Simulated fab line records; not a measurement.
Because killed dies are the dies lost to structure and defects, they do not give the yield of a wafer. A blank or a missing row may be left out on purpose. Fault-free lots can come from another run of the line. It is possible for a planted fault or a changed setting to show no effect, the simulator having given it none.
fab line records / flow nandHarc
record: lots: 6 wafers: 18 lastDay: 33
route steps=1302 shown A_WL_FILL@971 A_CONTACT@983
lots that met no fault: taken from a fault-free run of the same line
startH: hours from the record's opening day to when the first of the lot's shown wafers began / waitH: how many hours have passed since the lot's step before this one / " the same as in the row above / L1.1+2: several wafers, shown together as one row / - no value, or no start given / * or withheld: withheld / < > ~ a bound
route shown NAME@n: NAME is a module with steps in the file, n the number in the route of the first one / usual: the fault-free wafers' mean and standard deviation / same: alike in all rows / chamber/n: place in a boat / sites: per-site readings / _std_site: the standard deviation of these / _edge_site: the outer-site mean with the inner-site mean subtracted / radiusMm: how far each site lies from the wafer's centre / mask NAME#n: copy n / behind: the last tool/chamber to shape the wafer / hold: reason for holding the lot/hours on hold/outcome of the hold / device: transistor that didn't switch, given as n, p or np / end of line: at the end of the route, the tests of the same wafers / for a step that has no rows: nothing shown but its recipe / killed: the dies lost at the first sort to structure and to defects; this is not the yield of the wafer / map: a wafer's dies, marking killed ones x, the rest . and places with no die _
set.NAME: the setting that was run; set.NAME@STEP: the one run at that earlier step / model.NAME: the simulator's own value behind a step, which no gauge read
lots seen at some steps along the route; tables by step, rows by wafer
services: when a tool's chamber went out of use (startH, in hours from the record's first day, below 0 if earlier), for how many hours, and the reason
== steps ==
step: NHARC_A_WL_FILL_CVD_23
recipe: targetThkA: 400 tempC: 620 pressureMtorr: 200 timeS: 800 material: poly-Si
step: NHARC_A_WL_FILL_ETCHBACK_26
recipe: targetDepthA: 520 timeS: 13.3 hbrFlowSccm: 150 rfW: 350 icpW: 350 biasW: 60 chemistry: HBr
usual: drypumpMotorCurrentA: 5.7/0.54 hbrFlowSccm: 150.0/0.43 oesProductAu: 1.003/0.01 throttleValvePct: 23.265/0.0089
same: timeS: 13.3
lot.wafer=L899.4 tool=rieSi-01 chamber=2 startH=512.37 waitH=0.4 drypumpMotorCurrentA=4.6 hbrFlowSccm=150.8 oesProductAu=1.003 rfHoursCounterH=0.9 throttleValvePct=23.261
lot.wafer=L899.2 tool=rieSi-01 chamber=3 startH=512.37 waitH=0.4 drypumpMotorCurrentA=5.2 hbrFlowSccm=149.8 oesProductAu=0.992 rfHoursCounterH=0.9 throttleValvePct=23.262
lot.wafer=L899.3 tool=rieSi-01 chamber=1 startH=512.37 waitH=0.4 drypumpMotorCurrentA=5.3 hbrFlowSccm=150.5 oesProductAu=1.006 rfHoursCounterH=0.9 throttleValvePct=23.272
lot.wafer=L901.1 tool=rieSi-02 chamber=2 startH=526.35 waitH=0.4 drypumpMotorCurrentA=5.9 hbrFlowSccm=150.6 oesProductAu=1.015 rfHoursCounterH=0.5 throttleValvePct=23.260
lot.wafer=L901.3 tool=rieSi-02 chamber=3 startH=526.35 waitH=0.4 drypumpMotorCurrentA=6.5 hbrFlowSccm=150.4 oesProductAu=0.996 rfHoursCounterH=0.5 throttleValvePct=23.281
lot.wafer=L901.5 tool=rieSi-02 chamber=2 startH=526.35 waitH=0.4 drypumpMotorCurrentA=5.9 hbrFlowSccm=150.4 oesProductAu=1.015 rfHoursCounterH=- throttleValvePct=23.257
lot.wafer=L913.1 tool=rieSi-06 chamber=1 startH=656.13 waitH=0.4 drypumpMotorCurrentA=6.3 hbrFlowSccm=150.3 oesProductAu=0.999 rfHoursCounterH=0.3 throttleValvePct=23.279
lot.wafer=L913.3 tool=rieSi-06 chamber=0 startH=656.13 waitH=0.4 drypumpMotorCurrentA=5.2 hbrFlowSccm=150.5 oesProductAu=0.992 rfHoursCounterH=0.3 throttleValvePct=23.274
lot.wafer=L913.5 tool=rieSi-06 chamber=1 startH=656.13 waitH=0.4 drypumpMotorCurrentA=6.3 hbrFlowSccm=149.8 oesProductAu=0.995 rfHoursCounterH=- throttleValvePct=23.253
lot.wafer=L915.3 tool=rieSi-02 chamber=0 startH=661.61 waitH=0.4 drypumpMotorCurrentA=6.0 hbrFlowSccm=149.7 oesProductAu=1.013 rfHoursCounterH=0.2 throttleValvePct=23.263
lot.wafer=L915.5 tool=rieSi-02 chamber=2 startH=661.61 waitH=0.4 drypumpMotorCurrentA=5.9 hbrFlowSccm=149.6 oesProductAu=0.988 rfHoursCounterH=- throttleValvePct=23.271
lot.wafer=L915.6 tool=rieSi-02 chamber=3 startH=661.61 waitH=0.4 drypumpMotorCurrentA=6.5 hbrFlowSccm=150.4 oesProductAu=1.001 rfHoursCounterH=- throttleValvePct=23.257
lot.wafer=L914.4 tool=rieSi-06 chamber=2 startH=666.88 waitH=0.4 drypumpMotorCurrentA=6.2 hbrFlowSccm=149.2 oesProductAu=1.018 rfHoursCounterH=0.4 throttleValvePct=23.257
lot.wafer=L914.1 tool=rieSi-06 chamber=3 startH=666.88 waitH=0.4 drypumpMotorCurrentA=5.1 hbrFlowSccm=149.8 oesProductAu=1.008 rfHoursCounterH=0.3 throttleValvePct=23.259
lot.wafer=L914.6 tool=rieSi-06 chamber=1 startH=666.88 waitH=0.4 drypumpMotorCurrentA=6.3 hbrFlowSccm=150.9 oesProductAu=1.008 rfHoursCounterH=- throttleValvePct=23.258
lot.wafer=L919.2 tool=rieSi-06 chamber=3 startH=706.70 waitH=0.4 drypumpMotorCurrentA=5.2 hbrFlowSccm=149.6 oesProductAu=1.000 rfHoursCounterH=0.6 throttleValvePct=23.278
lot.wafer=L919.4 tool=rieSi-06 chamber=0 startH=706.70 waitH=0.4 drypumpMotorCurrentA=5.2 hbrFlowSccm=149.1 oesProductAu=1.009 rfHoursCounterH=0.7 throttleValvePct=23.270
lot.wafer=L919.1 tool=rieSi-06 chamber=1 startH=706.70 waitH=0.4 drypumpMotorCurrentA=6.3 hbrFlowSccm=149.7 oesProductAu=1.002 rfHoursCounterH=0.7 throttleValvePct=23.264
step: NHARC_A_WL_FILL_PRECLEAN_30
recipe: timeS: 10 chemistry: dHF
step: NHARC_A_WL_FILL_SRD_14
step: NHARC_A_WL_FILL_ALD_19
recipe: targetThkA: 20 pulseTimeS: 3 aldCycles: 100 tempC: 450 material: TiN
usual: heaterPowerW: 1103/100 precursorPulseHeightRel: 1.000/0.019 susceptorTempC: 449.95/0.26
lot.wafer=L899.3 tool=aldMetal-02 chamber=1 startH=512.66 waitH=0.1 heaterPowerW=1295 precursorPulseHeightRel=1.005 susceptorTempC=449.93
lot.wafer=L899.2 tool=aldMetal-02 chamber=2 startH=512.66 waitH=0.1 heaterPowerW=1036 precursorPulseHeightRel=0.974 susceptorTempC=450.05
lot.wafer=L899.4 tool=aldMetal-02 chamber=3 startH=512.66 waitH=0.1 heaterPowerW=1118 precursorPulseHeightRel=0.958 susceptorTempC=450.29
lot.wafer=L901.1 tool=aldMetal-03 chamber=0 startH=526.65 waitH=0.1 heaterPowerW=1223 precursorPulseHeightRel=1.016 susceptorTempC=449.87
lot.wafer=L901.3 tool=aldMetal-03 chamber=1 startH=526.65 waitH=0.1 heaterPowerW=1236 precursorPulseHeightRel=1.005 susceptorTempC=450.26
lot.wafer=L901.5 tool=aldMetal-03 chamber=2 startH=526.65 waitH=0.1 heaterPowerW=1045 precursorPulseHeightRel=1.030 susceptorTempC=449.60
lot.wafer=L913.3 tool=aldMetal-03 chamber=3 startH=656.42 waitH=0.1 heaterPowerW=1153 precursorPulseHeightRel=1.017 susceptorTempC=449.97
lot.wafer=L913.1 tool=aldMetal-03 chamber=1 startH=656.42 waitH=0.1 heaterPowerW=1194 precursorPulseHeightRel=0.979 susceptorTempC=449.67
lot.wafer=L913.5 tool=aldMetal-03 chamber=2 startH=656.42 waitH=0.1 heaterPowerW=1049 precursorPulseHeightRel=1.014 susceptorTempC=450.09
lot.wafer=L915.3 tool=aldMetal-02 chamber=0 startH=661.91 waitH=0.2 heaterPowerW=938 precursorPulseHeightRel=0.999 susceptorTempC=449.77
lot.wafer=L915.5 tool=aldMetal-02 chamber=1 startH=661.91 waitH=0.2 heaterPowerW=1273 precursorPulseHeightRel=1.021 susceptorTempC=449.57
lot.wafer=L915.6 tool=aldMetal-02 chamber=2 startH=661.91 waitH=0.2 heaterPowerW=1062 precursorPulseHeightRel=0.977 susceptorTempC=449.95
lot.wafer=L914.4 tool=aldMetal-04 chamber=2 startH=667.14 waitH=0.1 heaterPowerW=990 precursorPulseHeightRel=0.989 susceptorTempC=450.33
lot.wafer=L914.1 tool=aldMetal-04 chamber=0 startH=667.14 waitH=0.1 heaterPowerW=1223 precursorPulseHeightRel=1.015 susceptorTempC=449.85
lot.wafer=L914.6 tool=aldMetal-04 chamber=1 startH=667.14 waitH=0.1 heaterPowerW=1113 precursorPulseHeightRel=0.978 susceptorTempC=449.85
lot.wafer=L919.4 tool=aldMetal-03 chamber=3 startH=706.95 waitH=0.1 heaterPowerW=1152 precursorPulseHeightRel=0.984 susceptorTempC=450.00
lot.wafer=L919.2 tool=aldMetal-03 chamber=1 startH=706.95 waitH=0.1 heaterPowerW=1194 precursorPulseHeightRel=1.051 susceptorTempC=449.92
lot.wafer=L919.1 tool=aldMetal-03 chamber=2 startH=706.95 waitH=0.1 heaterPowerW=1074 precursorPulseHeightRel=0.983 susceptorTempC=449.69
step: NHARC_A_WL_FILL_CVD_20
recipe: targetThkA: 1000 tempC: 400 pressureTorr: 40 wf6FlowSccm: 40 h2FlowSccm: 1600 arFlowSccm: 1560 timeS: 74 material: W
usual: heaterPowerW: 862/49 susceptorTempC: 399.99/0.21 throttleValvePct: 8.0/0.31
same: timeS: 74
lot.wafer=L899.2 tool=cvdW-02 chamber=1 startH=- waitH=- heaterPowerW=824 susceptorTempC=- throttleValvePct=8.3
lot.wafer=L899.3 tool=cvdW-02 chamber=0 startH=- waitH=- heaterPowerW=820 susceptorTempC=- throttleValvePct=8.2
lot.wafer=L899.4 tool=cvdW-02 chamber=1 startH=- waitH=- heaterPowerW=806 susceptorTempC=- throttleValvePct=8.2
lot.wafer=L901.1 tool=cvdW-01 chamber=0 startH=- waitH=- heaterPowerW=928 susceptorTempC=- throttleValvePct=7.7
lot.wafer=L901.3 tool=cvdW-01 chamber=1 startH=- waitH=- heaterPowerW=847 susceptorTempC=- throttleValvePct=7.6
lot.wafer=L901.5 tool=cvdW-01 chamber=0 startH=- waitH=- heaterPowerW=930 susceptorTempC=- throttleValvePct=7.3
lot.wafer=L913.1 tool=cvdW-02 chamber=0 startH=- waitH=- heaterPowerW=784 susceptorTempC=399.83 throttleValvePct=8.1
lot.wafer=L913.3 tool=cvdW-02 chamber=1 startH=- waitH=- heaterPowerW=818 susceptorTempC=399.70 throttleValvePct=8.3
lot.wafer=L913.5 tool=cvdW-02 chamber=0 startH=- waitH=- heaterPowerW=808 susceptorTempC=400.02 throttleValvePct=8.1
lot.wafer=L915.3 tool=cvdW-01 chamber=0 startH=- waitH=- heaterPowerW=912 susceptorTempC=- throttleValvePct=7.9
lot.wafer=L915.5 tool=cvdW-01 chamber=1 startH=- waitH=- heaterPowerW=869 susceptorTempC=- throttleValvePct=8.1
lot.wafer=L915.6 tool=cvdW-01 chamber=0 startH=- waitH=- heaterPowerW=927 susceptorTempC=- throttleValvePct=7.6
lot.wafer=L914.1 tool=cvdW-02 chamber=1 startH=- waitH=- heaterPowerW=828 susceptorTempC=399.80 throttleValvePct=8.0
lot.wafer=L914.4 tool=cvdW-02 chamber=1 startH=- waitH=- heaterPowerW=812 susceptorTempC=399.83 throttleValvePct=8.1
lot.wafer=L914.6 tool=cvdW-02 chamber=0 startH=- waitH=- heaterPowerW=808 susceptorTempC=400.09 throttleValvePct=8.2
lot.wafer=L919.1 tool=cvdW-02 chamber=1 startH=- waitH=- heaterPowerW=810 susceptorTempC=- throttleValvePct=7.9
lot.wafer=L919.2 tool=cvdW-02 chamber=0 startH=- waitH=- heaterPowerW=803 susceptorTempC=- throttleValvePct=8.5
lot.wafer=L919.4 tool=cvdW-02 chamber=0 startH=- waitH=- heaterPowerW=807 susceptorTempC=- throttleValvePct=8.4
step: NHARC_A_WL_FILL_CMP_12
recipe: tOverpolishS: 30 targetThkNm: 100
usual: edgeZonePressureFrac: 1.000/0.0052 motorCurrentA: 11.8/1.1 overpolishRunS: 30.001/0.0094 timeToEndpointS: 20.2/2.9
lot.wafer=L899.4 tool=cmp-04 chamber=2 startH=513.02 waitH=0.1 edgeZonePressureFrac=1.008 motorCurrentA=12.2 overpolishRunS=29.998 timeToEndpointS=22.9
lot.wafer=L899.2 tool=cmp-04 chamber=3 startH=513.02 waitH=0.1 edgeZonePressureFrac=1.007 motorCurrentA=9.9 overpolishRunS=29.996 timeToEndpointS=21.1
lot.wafer=L899.3 tool=cmp-04 chamber=0 startH=513.02 waitH=0.1 edgeZonePressureFrac=1.006 motorCurrentA=12.6 overpolishRunS=30.021 timeToEndpointS=15.0
lot.wafer=L901.3 tool=cmp-03 chamber=2 startH=527.04 waitH=0.1 edgeZonePressureFrac=0.994 motorCurrentA=13.0 overpolishRunS=30.015 timeToEndpointS=15.3
lot.wafer=L901.1 tool=cmp-03 chamber=3 startH=527.04 waitH=0.1 edgeZonePressureFrac=1.002 motorCurrentA=12.3 overpolishRunS=30.001 timeToEndpointS=24.3
lot.wafer=L901.5 tool=cmp-03 chamber=0 startH=527.04 waitH=0.1 edgeZonePressureFrac=1.002 motorCurrentA=11.5 overpolishRunS=30.001 timeToEndpointS=20.3
lot.wafer=L913.1 tool=cmp-04 chamber=1 startH=656.78 waitH=0.2 edgeZonePressureFrac=1.016 motorCurrentA=10.6 overpolishRunS=30.004 timeToEndpointS=20.5
lot.wafer=L913.3 tool=cmp-04 chamber=3 startH=656.78 waitH=0.2 edgeZonePressureFrac=0.995 motorCurrentA=10.4 overpolishRunS=30.002 timeToEndpointS=22.8
lot.wafer=L913.5 tool=cmp-04 chamber=2 startH=656.78 waitH=0.2 edgeZonePressureFrac=0.997 motorCurrentA=12.7 overpolishRunS=29.997 timeToEndpointS=24.5
lot.wafer=L915.3 tool=cmp-02 chamber=2 startH=662.28 waitH=0.1 edgeZonePressureFrac=0.996 motorCurrentA=11.6 overpolishRunS=30.004 timeToEndpointS=22.0
lot.wafer=L915.6 tool=cmp-02 chamber=0 startH=662.28 waitH=0.1 edgeZonePressureFrac=1.004 motorCurrentA=13.0 overpolishRunS=30.011 timeToEndpointS=21.9
lot.wafer=L915.5 tool=cmp-02 chamber=1 startH=662.28 waitH=0.1 edgeZonePressureFrac=1.001 motorCurrentA=12.0 overpolishRunS=30.013 timeToEndpointS=23.6
lot.wafer=L914.1 tool=cmp-04 chamber=2 startH=667.55 waitH=0.2 edgeZonePressureFrac=0.998 motorCurrentA=11.9 overpolishRunS=29.997 timeToEndpointS=21.5
lot.wafer=L914.4 tool=cmp-04 chamber=3 startH=667.55 waitH=0.2 edgeZonePressureFrac=1.004 motorCurrentA=10.6 overpolishRunS=30.011 timeToEndpointS=21.2
lot.wafer=L914.6 tool=cmp-04 chamber=1 startH=667.55 waitH=0.2 edgeZonePressureFrac=1.001 motorCurrentA=10.7 overpolishRunS=29.990 timeToEndpointS=22.3
lot.wafer=L919.1 tool=cmp-03 chamber=2 startH=707.35 waitH=0.2 edgeZonePressureFrac=1.000 motorCurrentA=13.0 overpolishRunS=30.007 timeToEndpointS=19.6
lot.wafer=L919.4 tool=cmp-03 chamber=3 startH=707.35 waitH=0.2 edgeZonePressureFrac=1.008 motorCurrentA=11.5 overpolishRunS=30.006 timeToEndpointS=20.4
lot.wafer=L919.2 tool=cmp-03 chamber=0 startH=707.35 waitH=0.2 edgeZonePressureFrac=1.005 motorCurrentA=12.3 overpolishRunS=30.000 timeToEndpointS=21.2
step: NHARC_A_WL_FILL_SRD_31
step: NHARC_A_WL_FILL_INSPECT_15
usual: rawDefectCount: 475/130
lot.wafer=L899.2 tool=defectInspect-02 chamber=- startH=513.53 waitH=0.0 rawDefectCount=406
lot.wafer=L899.3 tool=defectInspect-02 chamber=- startH=513.53 waitH=0.0 rawDefectCount=470
lot.wafer=L899.4 tool=defectInspect-02 chamber=- startH=513.53 waitH=0.0 rawDefectCount=397
lot.wafer=L901.1 tool=defectInspect-02 chamber=- startH=527.45 waitH=0.0 rawDefectCount=397
lot.wafer=L901.3 tool=defectInspect-02 chamber=- startH=527.45 waitH=0.0 rawDefectCount=490
lot.wafer=L901.5 tool=defectInspect-02 chamber=- startH=527.45 waitH=0.0 rawDefectCount=418
lot.wafer=L913.1 tool=defectInspect-02 chamber=- startH=657.30 waitH=0.0 rawDefectCount=441
lot.wafer=L913.3 tool=defectInspect-02 chamber=- startH=657.30 waitH=0.0 rawDefectCount=495
lot.wafer=L913.5 tool=defectInspect-02 chamber=- startH=657.30 waitH=0.0 rawDefectCount=542
lot.wafer=L915.3 tool=defectInspect-01 chamber=- startH=662.72 waitH=0.0 rawDefectCount=336
lot.wafer=L915.5 tool=defectInspect-01 chamber=- startH=662.72 waitH=0.0 rawDefectCount=332
lot.wafer=L915.6 tool=defectInspect-01 chamber=- startH=662.72 waitH=0.0 rawDefectCount=478
lot.wafer=L914.1 tool=defectInspect-01 chamber=- startH=667.99 waitH=0.0 rawDefectCount=569
lot.wafer=L914.4 tool=defectInspect-01 chamber=- startH=667.99 waitH=0.0 rawDefectCount=554
lot.wafer=L914.6 tool=defectInspect-01 chamber=- startH=667.99 waitH=0.0 rawDefectCount=515
lot.wafer=L919.1 tool=defectInspect-02 chamber=- startH=707.82 waitH=0.0 rawDefectCount=552
lot.wafer=L919.2 tool=defectInspect-02 chamber=- startH=707.82 waitH=0.0 rawDefectCount=472
lot.wafer=L919.4 tool=defectInspect-02 chamber=- startH=707.82 waitH=0.0 rawDefectCount=513
step: NHARC_A_CONTACT_DEP_24
recipe: targetThkA: 5000 tempC: 400 pressureTorr: 6.5 rfW: 900 teosFlowSccm: 161.4 flowSccm: 2650 targetThkNm: 500 gas: O2 material: SiO2
usual: heaterPowerW: 513/69 rfFwdPowerW: 897.7/2.6 showerheadVppV: 1810/86 susceptorTempC: 399.99/0.24 throttleValvePct: 16.3/0.42
lot.wafer=L899.3 tool=pecvd-01 chamber=0 startH=513.59 waitH=0.1 heaterPowerW=631 rfFwdPowerW=895.1 showerheadVppV=1982 susceptorTempC=400.01 throttleValvePct=15.8
lot.wafer=L899.2 tool=pecvd-01 chamber=2 startH=513.59 waitH=0.1 heaterPowerW=546 rfFwdPowerW=892.1 showerheadVppV=1715 susceptorTempC=400.28 throttleValvePct=16.2
lot.wafer=L899.4 tool=pecvd-01 chamber=2 startH=513.59 waitH=0.1 heaterPowerW=410 rfFwdPowerW=895.8 showerheadVppV=1735 susceptorTempC=400.19 throttleValvePct=16.1
lot.wafer=L901.1 tool=pecvd-01 chamber=2 startH=527.52 waitH=0.1 heaterPowerW=507 rfFwdPowerW=899.6 showerheadVppV=1703 susceptorTempC=400.06 throttleValvePct=16.2
lot.wafer=L901.3 tool=pecvd-01 chamber=1 startH=527.52 waitH=0.1 heaterPowerW=631 rfFwdPowerW=897.4 showerheadVppV=1756 susceptorTempC=400.17 throttleValvePct=16.7
lot.wafer=L901.5 tool=pecvd-01 chamber=2 startH=527.52 waitH=0.1 heaterPowerW=535 rfFwdPowerW=900.8 showerheadVppV=1707 susceptorTempC=399.99 throttleValvePct=16.3
lot.wafer=L913.1 tool=pecvd-02 chamber=2 startH=657.43 waitH=0.1 heaterPowerW=490 rfFwdPowerW=904.0 showerheadVppV=1778 susceptorTempC=399.85 throttleValvePct=16.2
lot.wafer=L913.3 tool=pecvd-02 chamber=0 startH=657.43 waitH=0.1 heaterPowerW=482 rfFwdPowerW=893.7 showerheadVppV=1891 susceptorTempC=400.19 throttleValvePct=16.5
lot.wafer=L913.5 tool=pecvd-02 chamber=2 startH=657.43 waitH=0.1 heaterPowerW=510 rfFwdPowerW=903.4 showerheadVppV=1747 susceptorTempC=399.38 throttleValvePct=16.2
lot.wafer=L915.3 tool=pecvd-01 chamber=1 startH=662.78 waitH=0.1 heaterPowerW=701 rfFwdPowerW=538.1 showerheadVppV=1344 susceptorTempC=400.05 throttleValvePct=17.1
lot.wafer=L915.6 tool=pecvd-01 chamber=1 startH=662.78 waitH=0.1 heaterPowerW=699 rfFwdPowerW=537.9 showerheadVppV=1372 susceptorTempC=400.20 throttleValvePct=16.8
lot.wafer=L915.5 tool=pecvd-01 chamber=2 startH=662.78 waitH=0.1 heaterPowerW=613 rfFwdPowerW=535.8 showerheadVppV=1330 susceptorTempC=399.53 throttleValvePct=16.4
lot.wafer=L914.1 tool=pecvd-01 chamber=0 startH=668.12 waitH=0.1 heaterPowerW=686 rfFwdPowerW=537.3 showerheadVppV=1525 susceptorTempC=399.80 throttleValvePct=16.4
lot.wafer=L914.6 tool=pecvd-01 chamber=0 startH=668.12 waitH=0.1 heaterPowerW=728 rfFwdPowerW=536.6 showerheadVppV=1557 susceptorTempC=399.83 throttleValvePct=16.4
lot.wafer=L914.4 tool=pecvd-01 chamber=1 startH=668.12 waitH=0.1 heaterPowerW=673 rfFwdPowerW=538.3 showerheadVppV=1349 susceptorTempC=400.16 throttleValvePct=17.0
lot.wafer=L919.2 tool=pecvd-02 chamber=2 startH=707.88 waitH=0.1 heaterPowerW=536 rfFwdPowerW=901.3 showerheadVppV=1780 susceptorTempC=399.97 throttleValvePct=16.5
lot.wafer=L919.1 tool=pecvd-02 chamber=0 startH=707.88 waitH=0.1 heaterPowerW=460 rfFwdPowerW=897.6 showerheadVppV=1896 susceptorTempC=399.59 throttleValvePct=16.3
lot.wafer=L919.4 tool=pecvd-02 chamber=2 startH=707.88 waitH=0.1 heaterPowerW=553 rfFwdPowerW=898.1 showerheadVppV=1750 susceptorTempC=400.14 throttleValvePct=16.5
== services ==
tool=pecvd-01 chamber=- startH=492.00 hours=13.0 kind=pm
tool=cmp-04 chamber=- startH=503.00 hours=4.0 kind=pm
tool=aldMetal-02 chamber=- startH=514.16 hours=1.4 kind=repair
tool=cmp-04 chamber=- startH=522.24 hours=0.9 kind=repair
tool=pecvd-01 chamber=0 startH=525.36 hours=4.0 kind=repair
tool=pecvd-02 chamber=- startH=531.01 hours=1.8 kind=repair
tool=cmp-04 chamber=- startH=535.98 hours=1.9 kind=repair
tool=cvdW-01 chamber=- startH=547.40 hours=13.0 kind=pm
tool=cmp-03 chamber=- startH=554.00 hours=4.0 kind=pm
tool=aldMetal-03 chamber=- startH=561.31 hours=0.4 kind=repair
tool=aldMetal-03 chamber=- startH=568.00 hours=10.0 kind=pm
tool=pecvd-01 chamber=- startH=572.28 hours=1.3 kind=repair
tool=pecvd-02 chamber=0 startH=581.42 hours=23.1 kind=repair
tool=cvdW-02 chamber=- startH=583.97 hours=0.3 kind=repair
tool=pecvd-01 chamber=0 startH=585.93 hours=3.9 kind=repair
tool=cmp-04 chamber=- startH=586.88 hours=2.2 kind=repair
tool=pecvd-02 chamber=- startH=590.82 hours=13.0 kind=pm
tool=cmp-04 chamber=- startH=601.00 hours=4.0 kind=pm
tool=rieSi-06 chamber=- startH=603.00 hours=9.0 kind=pm
tool=cvdW-02 chamber=- startH=631.00 hours=13.0 kind=pm
tool=aldMetal-03 chamber=- startH=652.12 hours=0.4 kind=repair
tool=pecvd-01 chamber=- startH=673.00 hours=13.0 kind=pm
tool=rieSi-06 chamber=- startH=694.66 hours=0.5 kind=repair
tool=cmp-04 chamber=- startH=699.00 hours=4.0 kind=pm
== key ==
firstSign: step: NHARC_A_CONTACT_DEP_24 reading: rfFwdPowerW direction: down sigmas: 99+ usual: * struck: *
effect: step: NHARC_A_CONTACT_DEP_24 reading: showerheadVppV direction: down sigmas: 4.6 usual: 1810 struck: 1413
metAt NHARC_A_CONTACT_DEP_24
struckWafers L914.1,L914.4,L914.6,L915.3,L915.5,L915.6
testerLeftOut L914,L915
onsetBetween 527.52 662.78
fault: kind: processParameterDrift tool: pecvd-01 chamber: - onsetH: 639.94 steps: NHARC_A_CONTACT_DEP_24 channel: rfW offset: * shape: step endH: 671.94 actsIn: * stated: *
testerLeftOut: of these lots the tester's yield and bins aren't shown, on N5 and GAA mostly nor the transistor test; their killed dies are dies lost to structure and defects alone, not to doping, threshold or leakage, so they don't give the yield
